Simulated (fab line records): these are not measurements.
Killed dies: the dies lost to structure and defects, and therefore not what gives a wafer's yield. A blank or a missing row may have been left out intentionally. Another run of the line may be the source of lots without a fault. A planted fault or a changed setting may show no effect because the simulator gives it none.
Matching of chambers    flow nandHarc    4 sister chambers for NHARC_A_CONTACT_ETCH_90 on rieDiel-08
The step etches the open film in CH3F/O2, target depth 40 nm, time 85.7 s. 16 wafers are shown with their chamber, then 8 later ones without.

== WAFERS, EACH WITH ITS CHAMBER ==
wafer   chamber  showerheadPlenumPTorr (Torr)  drypumpMotorCurrentA (A)  rfVppV (V)
L075.1  1        2.29                          5.6                       241.1
L075.3  2        2.62                          5.3                       245.2
L075.4  3        2.37                          5.5                       242.5
L076.3  3        2.36                          5.4                       243.5
L076.5  1        2.29                          5.6                       239.8
L076.6  0        2.54                          6.2                       244.4
L077.2  1        2.29                          5.6                       241.8
L077.5  2        2.62                          5.3                       248.0
L077.6  3        2.36                          5.4                       241.7
L083.1  1        2.29                          5.6                       241.2
L083.2  2        2.61                          5.4                       245.5
L083.4  3        2.36                          5.5                       243.8
L086.3  0        2.53                          6.2                       244.7
L086.4  3        2.35                          5.5                       243.3
L086.6  0        2.53                          6.2                       246.2
L088.2  2        2.61                          5.3                       246.9

SIGNATURES (averages over the wafers above)
reading                chamber 0  chamber 1  chamber 2  chamber 3  scatter within a chamber
showerheadPlenumPTorr  2.5333     2.2900     2.6150     2.3600     0.00553
drypumpMotorCurrentA   6.200      5.600      5.325      5.460      0.0403
rfVppV                 245.100    240.975    246.400    242.960    0.998
Rule: a wafer lies at a distance from a chamber equal to the root of the sum of squares, over the readings, of (its reading less the chamber's mean, divided by the reading's scatter). If the next closest chamber is less than 2 further off than the closest, the wafer can't be placed; otherwise it belongs to the closest. How the scatter is found: for the shown wafers, subtract from each reading the mean of its chamber, square and add these, divide the total by (wafers less chambers), then take the root.

== WAFERS MISSING THEIR CHAMBER ==
wafer   showerheadPlenumPTorr (Torr)  drypumpMotorCurrentA (A)  rfVppV (V)
L088.4  2.53                          6.2                       245.8
L088.5  2.35                          5.4                       243.8
L090.3  2.52                          6.2                       244.3
L090.5  2.61                          5.3                       247.7
L090.6  2.35                          5.5                       242.1
L091.3  2.35                          5.5                       242.2
L091.4  2.61                          5.3                       245.3
L091.5  2.52                          6.2                       244.9

== EACH ONE'S CHAMBER ==
wafer   from the rows above  in truth
L088.4  0                    0
L088.5  3                    3
L090.3  0                    0
L090.5  2                    2
L090.6  3                    3
L091.3  3                    3
L091.4  2                    2
L091.5  0                    0
Correct placement for 8 of the 8. Left unplaced by these rows: 0. 0 placed wrongly.
